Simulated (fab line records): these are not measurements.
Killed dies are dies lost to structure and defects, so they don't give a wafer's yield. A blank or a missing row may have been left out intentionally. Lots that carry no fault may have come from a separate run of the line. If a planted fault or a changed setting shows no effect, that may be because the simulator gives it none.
Chamber matching + flow nand_harc + pecvd-02 running NHARC_P_M1_PRE_CLEAN_32: 3 sister chambers
The step time 12 s. 6 wafers are shown with their chamber, then 7 later ones without.

== WAFERS PAIRED WITH THEIR CHAMBERS ==
| wafer  | chamber | heater_power_w (W) |
|--------|---------|--------------------|
| L081.6 | 2       | 604                |
| L085.4 | 1       | 437                |
| L085.5 | 2       | 522                |
| L085.6 | 0       | 568                |
| L087.3 | 1       | 532                |
| L087.4 | 0       | 568                |

== WAFERS WHOSE CHAMBER IS MISSING ==
| wafer  | heater_power_w (W) |
|--------|--------------------|
| L087.5 | 541                |
| L090.3 | 545                |
| L090.4 | 521                |
| L090.5 | 579                |
| L092.1 | 529                |
| L092.5 | 538                |
| L092.6 | 464                |

== WHICH CHAMBER EACH ONE RAN IN ==
| wafer  | from the rows above          | in truth |
|--------|------------------------------|----------|
| L087.5 | can't be placed: 2 or 0 or 1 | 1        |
| L090.3 | can't be placed: 2 or 0 or 1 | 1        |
| L090.4 | can't be placed: 1 or 2 or 0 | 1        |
| L090.5 | can't be placed: 0 or 2 or 1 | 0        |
| L092.1 | can't be placed: 2 or 0 or 1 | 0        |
| L092.5 | can't be placed: 2 or 0 or 1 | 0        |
| L092.6 | can't be placed: 1 or 2 or 0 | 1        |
Placed correctly: 0 of 7. Unplaceable from these rows: 7, with the true chamber sitting among the candidates in 7. Placed wrongly: 0.
How it was worked out, from the rows above alone: a wafer's distance from a chamber is the root of the sum, over the readings, of the square of ((its reading less the chamber's mean) divided by the reading's scatter). If the next closest chamber is less than 2 further off than the closest, the wafer can't be placed; otherwise it belongs to the closest. Each chamber's mean is taken over the wafers shown for it. The scatter: take each reading less its chamber's mean, square it, sum over the shown wafers, divide by the number of wafers less the number of chambers, and take the root.
